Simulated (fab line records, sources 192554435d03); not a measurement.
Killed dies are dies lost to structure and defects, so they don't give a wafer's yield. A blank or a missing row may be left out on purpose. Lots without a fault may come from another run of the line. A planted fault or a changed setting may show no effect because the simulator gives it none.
Problem report in the 8D (eight disciplines) form, filled by code | flow n5_finfet | the parts of the form that need people (team, actions taken, sign-off) are left out

1. THE PROBLEM
spin_speed_rpm at N5_BEOL_M14_COAT_66 reads a mean of 1670.0 rpm on 6 wafers of 2 lots; wafers without a fault read 1499.9 rpm with a standard deviation of 1.1. That is +99 or more standard deviations from the usual mean.
The step: time 60 s, resist thk 110 nm.
First seen on wafer L457.1, day 14 00:02, on litho_track-03. The record holds 12 wafers of 4 lots with a number at this step. Rule for "out", or "out of limits": more than 4 standard deviations from the usual mean. The other wafers with a number count as sound.

2. WHAT IT IS AND WHAT IT IS NOT
question                    | is                     | is not
which readings at this step | spin_speed_rpm         | -
which lots                  | L457, L462             | L450, L469
which wafers of those lots  | all that have a number | -
read on which tools         | litho_track-03         | litho_track-01
when                        | from day 14 00:02      | up to then (3 sound wafers); but 3 sound wafers of L469 came after

3. SUSPECTS, AND WHAT RULES EACH OUT
Counting: a tool at a process step up to the reading stays a suspect if it ran every lot that is out and no sound lot after the first of them.
- litho_track-03 at N5_BEOL_M14_COAT_66 (time 60 s, resist thk 110 nm): kept. It ran every lot that is out, first L457 (day 14 00:02), and no sound lot after that; its last sound lot up to then is L450 (day 12 09:21). Its own readings are out on those wafers: spin_speed_rpm.
Left after counting: litho_track-03 at N5_BEOL_M14_COAT_66.

4. THE CAUSE (what the simulator had put in)
Process parameter drift: litho_track-03, from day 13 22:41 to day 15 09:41, at N5_BEOL_M14_COAT_66. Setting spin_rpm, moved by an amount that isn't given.
Counting left only this tool.

5. THE CHAIN OF EFFECTS, in route order
Each row: a reading whose mean over the struck wafers that have a number lies more than 3 standard deviations from the usual. Only readings for which the record gives a usual standard deviation are gone through. hours: the time from each lot's start at the first step in this table that gives one to its start at this step, as a median over the lots. sigmas: the change in usual standard deviations.
hours | step                | reading        | usual      | on struck wafers | change | sigmas
0     | N5_BEOL_M14_COAT_66 | spin_speed_rpm | 1499.9 rpm | 1670.0           | +170.1 | +99 or more
The process steps in it:
- N5_BEOL_M14_COAT_66: time 60 s, resist thk 110 nm.

6. WHAT WOULD HAVE CAUGHT IT SOONER
In this record the first reading out of limits was taken at day 14 00:02, 1 hour after the fault began at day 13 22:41.
